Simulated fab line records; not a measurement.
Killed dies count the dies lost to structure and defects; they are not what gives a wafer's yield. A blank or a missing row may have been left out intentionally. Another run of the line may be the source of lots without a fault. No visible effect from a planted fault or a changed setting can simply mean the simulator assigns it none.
fab line records	flow n5Finfet
record lots=9	wafers=27	lastDay=20
route steps=1938 shown BEOL_M0@743 BEOL_M1@770 BEOL_M4@1111
lots that met no fault: from a run of the same line without faults
startH: hours from the record's first day to the start of the lot's first wafer shown	waitH: hours from the lot's prior step to this one	" as in the row above	L1.1+2: a single row standing in for several wafers	- no value, or no start was given	* or withheld: withheld	< > ~ a bound
route shown NAME@n: a module of which the file shows steps, and the number in the route of the first	usual: mean/standard deviation of fault-free wafers	same: alike in all rows	chamber/n: place in a boat	sites: per-site readings	_std_site: the standard deviation of these	_edge_site: outer sites' mean less inner sites'	radiusMm: how far each site lies from the wafer's centre	mask NAME#n: copy n	behind: tool/chamber where the wafer was last shaped	hold: what put the lot on hold/how long, in hours/how the hold closed	device: which transistor (n, p or np) failed to switch	end of line: at the end of the route, the tests of the same wafers	a step without rows: its recipe alone	killed: not the wafer's yield, but the dies lost to structure and defects at the first sort	map: the dies of a wafer, with x for killed, . for not killed, _ for no die there
set.NAME: the setting as run; set.NAME@STEP: as run at that earlier step	model.NAME: the simulator's own value behind a step, which no gauge read
one table for each step of the route and one row for each wafer, over a sample of lots
services: the hour from which a tool's chamber was out of use, counted from the record's first day as startH (under 0 if before that day), plus the number of hours and why
## steps
# step N5_BEOL_M0_CMP_120
# recipe stopOn=SiOC	tOverpolishS=6.9	downForcePsi=1	platenRpm=50	clearingPlatenDownForcePsi=1.5	clearingPlatenRpm=50	postCmpClean=cuAlkaline	clearingPlatenPadVelocityMS=0.99484	padVelocityMS=0.99484
# usual barrierFieldEndpointS=3.69/0.13	headPressurePsi=1.0000/0.0022	motorCurrentA=6.2/0.64	overpolishRunS=6.899/0.01	platenRpm=50.00/0.035	timeToEndpointS=63/3.6
lot.wafer	tool	chamber	startH	waitH	barrierFieldEndpointS	headPressurePsi	motorCurrentA	overpolishRunS	platenRpm	timeToEndpointS
L328.2	cmp-02	2	124.67	0.3	3.78	1.0035	5.7	6.920	49.93	62
L328.4	"	3	"	"	3.79	0.9942	6.5	6.901	49.98	61
L328.6	"	1	"	"	3.58	1.0026	6.0	6.919	49.94	63
L332.2	cmp-04	1	145.40	0.2	3.63	0.9980	6.8	6.917	49.98	68
L332.1	"	2	"	"	3.75	0.9969	6.5	6.904	50.01	65
L332.6	"	1	"	"	3.74	0.9987	6.8	6.912	50.07	68
L333.4	cmp-04	1	152.20	0.1	3.62	1.0034	7.0	6.894	50.03	65
L333.3	"	2	"	"	3.75	1.0010	6.6	6.909	49.98	65
L333.2	"	3	"	"	3.67	0.9989	6.5	6.913	50.01	64
L335.3	cmp-01	3	157.79	0.2	3.72	1.0001	6.5	6.902	50.00	64
L335.6	"	2	"	"	3.81	0.9997	6.0	6.891	50.04	70
L335.5	"	3	"	"	3.57	1.0011	6.1	6.873	49.92	66
L338.2	cmp-02	3	181.16	0.2	3.75	1.0000	6.6	6.895	49.99	66
L338.5	"	3	"	"	3.75	1.0018	6.7	6.891	50.08	63
L338.6	"	0	"	"	3.82	1.0029	6.2	6.894	50.00	67
L341.1	cmp-04	1	251.94	0.3	3.69	0.9984	6.9	6.908	50.04	62
L341.2	"	2	"	"	3.65	1.0006	6.4	6.894	50.00	60
L341.5	"	0	"	"	3.63	0.9996	6.7	6.896	50.00	56
L348.1	cmp-02	0	256.76	0.3	3.63	1.0006	5.7	6.895	50.02	61
L348.4	"	1	"	"	3.52	1.0052	6.2	6.899	49.93	59
L348.5	"	2	"	"	3.46	1.0030	5.5	6.879	50.03	60
L346.3	cmp-01	2	256.76	0.2	3.70	0.9982	5.7	6.891	50.04	66
L346.1	"	3	"	"	3.51	1.0006	6.1	6.896	49.96	61
L346.5	"	1	"	"	3.77	0.9964	5.8	6.887	50.01	62
L351.4	cmp-04	3	257.29	0.1	3.61	0.9995	6.6	6.891	49.97	62
L351.6	"	3	"	"	3.48	0.9990	6.4	6.914	50.00	60
L351.5	"	0	"	"	3.43	1.0029	6.6	6.892	50.01	55
# step N5_BEOL_M0_INSPECT_127
# recipe inspectInstrument=darkfield	mode=postDep
# usual rawDefectCount=69/24
lot.wafer	tool	chamber	startH	waitH	rawDefectCount
L328.2	defectInspect-01	-	125.21	0.0	89
L328.4	"	-	"	"	72
L328.6	"	-	"	"	45
L332.1	defectInspect-02	-	145.99	0.0	85
L332.2	"	-	"	"	143
L332.6	"	-	"	"	66
L333.2	defectInspect-02	-	152.83	0.0	47
L333.3	"	-	"	"	44
L333.4	"	-	"	"	92
L335.3	defectInspect-01	-	158.33	0.0	55
L335.5	"	-	"	"	78
L335.6	"	-	"	"	40
L338.2	defectInspect-02	-	182.01	0.0	85
L338.5	"	-	"	"	122
L338.6	"	-	"	"	81
L341.1	defectInspect-02	-	252.49	0.0	69
L341.2	"	-	"	"	54
L341.5	"	-	"	"	54
L348.1	defectInspect-02	-	257.27	0.0	66
L348.4	"	-	"	"	72
L348.5	"	-	"	"	64
L346.1	defectInspect-01	-	257.38	0.0	116
L346.3	"	-	"	"	100
L346.5	"	-	"	"	125
L351.4	defectInspect-02	-	257.87	0.0	76
L351.5	"	-	"	"	94
L351.6	"	-	"	"	73
# step N5_BEOL_M1_ETCH_64
# recipe chemistry=N2/H2	target=SOC	targetDepthA=750	overetchA=150	maskMaterial=SiARC	tempC=40	timeS=112.5	ionEnergyEv=200	pressureMtorr=30	sourceW=840	biasW=150	n2FlowSccm=200	h2FlowSccm=200
# usual biasW=150.0/0.44	chamberPressureMTorr=30.003/0.027	drypumpMotorCurrentA=5.8/0.4	oesProductAu=0.61/0.06	rfFwdPowerW=837.0/3	rfVppV=523.7/2.1	showerheadPlenumPTorr=2.53/0.066	throttleValvePct=17.80/0.22
lot.wafer	tool	chamber	startH	waitH	biasW	chamberPressureMTorr	drypumpMotorCurrentA	oesProductAu	rfFwdPowerW	rfHoursCounterH	rfVppV	showerheadPlenumPTorr	throttleValvePct
L328.2	rieDiel-04	1	126.97	0.0	149.6	30.025	5.4	0.64	837.7	70	522.0	2.47	17.87
L328.4	"	1	"	"	149.7	30.006	5.4	0.65	832.6	-	521.4	2.47	17.85
L328.6	"	0	"	"	150.1	29.980	5.5	0.58	839.5	-	524.0	2.55	18.06
L332.1	rieDiel-02	1	147.72	0.0	150.2	29.984	6.4	0.57	834.7	181	522.7	2.53	17.66
L332.2	"	3	"	"	150.1	29.990	5.5	0.71	838.1	16	527.7	2.69	17.52
L332.6	"	3	"	"	150.8	29.976	5.6	0.72	835.3	-	527.3	2.69	17.52
L333.2	rieDiel-04	0	153.81	0.0	149.9	30.033	5.5	0.58	837.0	188	522.8	2.54	18.08
L333.3	"	2	"	"	149.5	30.038	6.0	0.58	841.9	213	524.0	2.51	17.68
L333.4	"	3	"	"	149.6	30.035	6.1	0.72	832.0	36	524.0	2.49	17.63
L335.3	rieDiel-03	0	160.13	0.0	149.8	30.019	5.5	0.59	837.5	167	521.1	2.44	18.15
L335.5	"	3	"	"	150.0	30.002	5.7	0.55	836.4	-	525.0	2.62	17.99
L335.6	"	2	"	"	150.3	30.048	5.7	0.56	833.7	-	522.7	2.51	18.27
L338.2	rieDiel-02	1	183.22	0.0	150.0	29.988	6.4	0.56	836.7	185	523.7	2.52	17.66
L338.5	"	1	"	"	149.8	29.973	6.4	0.56	835.7	-	523.3	2.52	17.67
L338.6	"	2	"	"	149.4	30.037	6.4	0.68	836.0	-	526.0	2.58	17.49
L341.1	rieDiel-03	1	253.47	0.0	150.5	30.094	5.2	0.69	836.8	31	524.0	2.59	17.72
L341.2	"	3	"	"	150.9	30.004	5.7	0.71	838.7	19	524.2	2.60	17.64
L341.5	"	1	"	"	150.1	30.039	5.2	0.69	836.4	-	525.8	2.59	17.74
L348.1	rieDiel-02	0	259.92	0.0	150.4	29.970	6.3	0.56	835.7	210	524.2	2.51	17.78
L348.4	"	3	"	"	149.7	29.993	5.5	0.66	632.3	53	576.4	2.68	17.60
L348.5	"	0	"	"	150.9	29.992	6.3	0.55	836.0	-	522.6	2.51	17.81
L346.1	rieDiel-02	0	260.15	0.0	149.5	30.023	6.3	0.56	837.1	210	522.7	2.51	17.79
L346.3	"	3	"	"	149.9	29.975	5.5	0.66	633.4	53	580.2	2.67	17.59
L346.5	"	2	"	"	150.4	29.987	6.3	0.65	840.9	-	525.5	2.57	17.53
L351.4	rieDiel-03	0	260.21	0.0	150.7	29.964	5.5	0.56	834.4	205	521.9	2.42	18.23
L351.5	"	1	"	"	150.2	30.027	5.3	0.69	834.1	-	525.9	2.59	17.76
L351.6	"	0	"	"	150.2	30.012	5.5	0.56	836.9	-	521.7	2.42	18.21
# step N5_BEOL_M1_STRIP_19
# recipe chemistry=O2	powerW=400	tempC=40	pressureMtorr=30	rfFrequencyHz=6e+07	biasPowerW=0	overashFraction=0.2	o2FlowSccm=225
# usual chamberPressureMTorr=30.00/0.037	drypumpMotorCurrentA=5.8/0.38	oesProductAu=0.78/0.092	rfVppV=3.7/0.43	showerheadPlenumPTorr=2.09/0.06	throttleValvePct=16.71/0.16
# same overashFraction=0.2
lot.wafer	tool	chamber	startH	waitH	chamberPressureMTorr	drypumpMotorCurrentA	oesProductAu	rfHoursCounterH	rfVppV	showerheadPlenumPTorr	throttleValvePct
L328.2	rieDiel-04	2	127.25	0.1	30.02	6.0	0.71	205	3.5	2.09	16.60
L328.4	"	1	"	"	29.93	5.4	0.84	-	3.4	2.04	16.70
L328.6	"	0	"	"	29.98	5.5	0.73	-	3.4	2.09	16.72
L332.1	rieDiel-02	2	148.00	0.1	29.99	6.3	0.89	26	3.6	2.16	16.50
L332.2	"	3	"	"	30.02	5.5	0.93	16	3.7	2.25	16.51
L332.6	"	1	"	"	30.00	6.4	0.73	-	3.4	2.09	16.59
L333.2	rieDiel-04	1	154.09	0.1	30.03	5.4	0.81	78	4.5	2.03	16.72
L333.3	"	2	"	"	30.00	6.0	0.71	213	3.1	2.09	16.62
L333.4	"	0	"	"	30.03	5.5	0.72	188	3.9	2.08	16.73
L335.3	rieDiel-02	0	160.45	0.1	29.98	6.3	0.72	177	3.7	2.08	16.67
L335.5	"	0	"	"	30.05	6.3	0.72	-	3.7	2.08	16.66
L335.6	"	2	"	"	29.96	6.3	0.88	-	3.8	2.16	16.54
L338.2	rieDiel-02	1	183.67	0.3	30.00	6.4	0.72	186	4.3	2.09	16.61
L338.5	"	0	"	"	29.98	6.3	0.71	-	3.5	2.08	16.69
L338.6	"	1	"	"	30.02	6.4	0.72	-	3.5	2.09	16.58
L341.1	rieDiel-03	3	253.92	0.1	30.02	5.7	0.91	19	3.5	2.14	16.50
L341.2	"	0	"	"	29.99	5.4	0.71	203	4.4	2.00	17.02
L341.5	"	3	"	"	30.05	5.7	0.92	-	3.3	2.14	16.49
L348.1	rieDiel-02	0	260.30	0.2	30.03	6.3	0.69	210	3.1	2.07	16.73
L348.4	"	3	"	"	30.04	5.5	0.85	53	4.2	2.23	16.57
L348.5	"	2	"	"	29.99	6.3	0.83	-	3.6	2.15	16.58
L346.1	rieDiel-04	1	260.44	0.1	30.02	5.4	0.78	111	3.2	2.02	16.77
L346.3	"	2	"	"	30.02	6.0	0.68	245	3.8	2.08	16.68
L346.5	"	1	"	"	30.02	5.4	0.77	-	3.9	2.02	16.78
L351.4	rieDiel-04	2	260.54	0.1	30.02	6.0	0.68	-	3.7	2.08	16.67
L351.5	"	1	"	"	29.97	5.4	0.78	-	3.6	2.02	16.79
L351.6	"	0	"	"	30.00	5.5	0.69	-	3.1	2.07	16.81
# step N5_BEOL_M4_RC_MEAS_101
# usual DIBL_N=36.3/1.7	DIBL_P=36.5/2.1	IOFF_N=0.16/0.03	IOFF_P=0.22/0.035	ION_N=675/11	ION_P=465/7.1	SS_N=71.5/0.62	SS_P=73.3/0.64	VT_N=250/3.1	VT_P=-249.1/3
lot.wafer	tool	chamber	startH	waitH	DIBL_N[mV/V]	DIBL_P[mV/V]	IOFF_N[nA/um]	IOFF_P[nA/um]	ION_N[uA/um]	ION_P[uA/um]	SS_N[mV/dec]	SS_P[mV/dec]	VT_N[mV]	VT_P[mV]
L328.2	prober-01	0	170.56	0.8	37.8	38.9	0.19	0.26	682	470	72.1	73.8	246	-245.8
L328.4	"	0	"	"	37.7	38.4	0.19	0.27	686	473	72.0	73.4	248	-246.1
L328.6	"	0	"	"	35.5	36.7	0.15	0.23	675	469	71.0	72.5	252	-248.8
L332.1	prober-01	0	190.15	0.0	39.5	41.8	0.24	0.32	675	469	72.6	74.9	248	-246.1
L332.2	"	0	"	"	37.1	38.5	0.20	0.26	680	472	72.6	73.7	246	-246.7
L332.6	"	0	"	"	38.1	40.9	0.21	0.29	696	476	72.8	74.0	245	-245.6
L333.2	prober-01	0	195.39	0.2	36.4	36.4	0.16	0.19	669	456	71.9	73.9	251	-253.5
L333.3	"	0	"	"	33.1	32.5	0.11	0.16	671	460	71.3	72.4	254	-256.4
L333.4	"	0	"	"	37.8	39.1	0.21	0.25	688	472	72.2	74.0	243	-246.4
L335.3	prober-02	0	202.05	0.3	35.2	31.7	0.13	0.17	671	459	71.0	72.1	253	-252.1
L335.5	"	0	"	"	37.0	34.8	0.16	0.20	685	467	71.5	72.7	249	-252.0
L335.6	"	0	"	"	37.0	34.8	0.15	0.20	662	460	71.9	72.6	251	-250.5
L338.2	prober-01	0	223.79	0.2	35.4	36.4	0.16	0.21	660	460	71.6	73.4	248	-251.2
L338.5	"	0	"	"	35.8	37.6	0.18	0.23	679	467	70.7	73.8	245	-249.6
L338.6	"	0	"	"	35.8	35.5	0.15	0.19	666	454	71.8	73.0	247	-251.7
L341.1	prober-02	0	285.30	0.0	37.0	36.9	0.17	0.24	680	466	71.7	74.0	248	-245.9
L341.2	"	0	"	"	34.6	34.0	0.12	0.20	655	456	71.7	73.5	254	-249.2
L341.5	"	0	"	"	37.8	38.5	0.18	0.29	668	463	72.0	74.3	249	-243.5
L348.1	prober-01	0	308.98	0.0	38.4	36.9	0.19	0.25	681	468	72.3	73.4	246	-245.4
L348.4	"	0	"	"	36.6	34.3	0.15	0.21	674	468	71.7	73.4	248	-246.7
L348.5	"	0	"	"	37.4	36.5	0.18	0.24	694	474	71.3	73.3	246	-247.4
L346.1	prober-02	0	330.25	0.0	37.5	38.0	0.18	0.28	662	460	71.3	73.8	248	-245.2
L346.3	"	0	"	"	37.8	36.8	0.17	0.24	678	466	72.0	73.4	251	-246.1
L346.5	"	0	"	"	39.2	38.9	0.20	0.26	672	456	72.5	73.3	247	-245.9
L351.4	prober-02	0	332.50	0.5	36.4	38.1	0.16	0.23	671	467	71.5	73.8	252	-246.8
L351.5	"	0	"	"	34.0	35.8	0.13	0.20	686	475	70.5	73.1	253	-248.7
L351.6	"	0	"	"	36.9	38.7	0.19	0.24	691	480	71.2	73.9	245	-246.6
## services
tool	chamber	startH	hours	kind
cmp-04	-	102.28	0.7	repair
rieDiel-04	-	105.48	12.2	repair
rieDiel-02	0	117.33	3.4	repair
rieDiel-04	3	118.63	9.4	repair
cmp-01	-	125.49	4.0	pm
cmp-02	-	148.68	4.5	pm
cmp-01	-	150.71	1.7	repair
rieDiel-03	1	151.97	-	clean
rieDiel-03	1	151.97	-	consumableReplace:focusRing
cmp-02	-	157.30	15.4	pm
rieDiel-02	1	157.61	19.4	repair
rieDiel-04	-	165.30	1.5	repair
cmp-04	-	175.51	0.9	repair
cmp-01	-	187.08	7.0	pm
cmp-02	-	194.57	0.9	repair
cmp-02	-	197.27	4.0	pm
rieDiel-03	3	204.86	4.9	repair
rieDiel-03	2	206.36	7.5	repair
cmp-02	-	220.92	0.7	repair
cmp-02	-	227.92	8.2	pm
cmp-04	-	232.84	6.7	pm
cmp-04	-	242.61	2.7	repair
cmp-02	-	254.58	1.5	repair
cmp-04	-	259.90	4.0	pm
## key
firstSign step=N5_BEOL_M1_ETCH_64	reading=rfFwdPowerW	direction=down	sigmas=68	usual=*	struck=*
effect step=N5_BEOL_M1_ETCH_64	reading=rfVppV	direction=up	sigmas=27	usual=523.7	struck=578.3
metAt N5_BEOL_M1_ETCH_64
struckLots L346,L348
struckWafers L346.3,L348.4
notActingAt N5_BEOL_M0_CMP_120,N5_BEOL_M0_INSPECT_127,N5_BEOL_M1_STRIP_19
onsetBetween 147.72 259.92
fault kind=processParameterDrift	tool=rieDiel-02	chamber=3	onsetH=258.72	steps=N5_BEOL_M1_ETCH_64	channel=sourceW	offset=-201.6	shape=step	endH=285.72	actsIn=theseRecipesOnly	stated=840
